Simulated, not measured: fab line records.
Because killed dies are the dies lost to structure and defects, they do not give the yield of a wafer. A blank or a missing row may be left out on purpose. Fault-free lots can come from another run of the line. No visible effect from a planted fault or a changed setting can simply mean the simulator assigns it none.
Which of the tools did it? -- flow nand harc -- Sampling: 6 lots, 17 wafers, 5 of 1159 route steps

== WHAT THE GAUGES SHOWED, per wafer ==
NHARC_END_SORT_01.
lot,measured,on,killed at array
L624,day 24 10:43,prober-01,34 673

== EACH LOT AND THE TOOL THAT RAN IT (in order: tool; ch and the chambers of the sampled wafers; start) ==
lot,NHARC_A_STAIRCASE_CMP_152,NHARC_A_STAIRCASE_DEP_471,NHARC_A_SGD_CUT_ETCH_58,NHARC_A_SGD_CUT_STRIP_17
L608,"cmp-04 ch 0,3, day 14 12:14","pecvd-01 ch 0,2, day 14 13:24","rie diel-13 ch 1,2, day 14 15:02","rie diel-13 ch 0,1,2, no start"
L610,"cmp-02 ch 1,2,3, day 15 14:56","pecvd-01 ch 0,2, day 15 16:07","rie diel-05 ch 0,2,3, day 15 17:48","rie diel-05 ch 0,2,3, no start"
L612,"cmp-02 ch 0,1, day 16 01:25","pecvd-01 ch 0,1,2, day 16 02:32","rie diel-13 ch 0,3, day 16 04:13","rie diel-13 ch 0,3, no start"
L617,"cmp-01 ch 0,3, day 16 21:23","pecvd-03 ch 0,2, day 16 22:46","rie diel-05 ch 0,2, day 17 00:28","rie diel-05 ch 0,2, no start"
L624,"cmp-02 ch 0,3, day 18 08:09","pecvd-03 ch 1, day 18 09:13","rie diel-05 ch 0,1, day 18 10:53","rie diel-05 ch 0, day 24 10:43 or earlier"
L627,"cmp-04 ch 0,1,2, day 19 13:44","pecvd-03 ch 1,2, day 19 15:26","rie diel-13 ch 1,2,3, day 19 17:11","rie diel-13 ch 0,1,2, no start"
- NHARC_A_STAIRCASE_CMP_152: polishes.
- NHARC_A_STAIRCASE_DEP_471: deposits SiO2, target thk 100 nm.
- NHARC_A_SGD_CUT_ETCH_58: etches the open film in CF4, target depth 39 nm, time 65 s.
- NHARC_A_SGD_CUT_STRIP_17: strips in O2.

== THE ANSWER, worked out from the rows above alone ==
Rule: usual is defined by the lots themselves. The widest of any qualifying gaps counts: lots, ordered by their means at a reading, are off when they make up no more than a third of the lots, leave a main group of 4 or more, and stand apart from it by 3 or more times the standard deviation of that group's means. The tables above print the reading to a certain number of digits; a main group whose means all agree to those digits is not used. Also off: a lot with no number at a reading for which 4 or more lots have one. All remaining lots with rows at the step are treated as sound.
Nothing can be told from this: no lot is off at any reading shown.

== WHAT HAD BEEN PUT IN BY THE SIMULATOR ==
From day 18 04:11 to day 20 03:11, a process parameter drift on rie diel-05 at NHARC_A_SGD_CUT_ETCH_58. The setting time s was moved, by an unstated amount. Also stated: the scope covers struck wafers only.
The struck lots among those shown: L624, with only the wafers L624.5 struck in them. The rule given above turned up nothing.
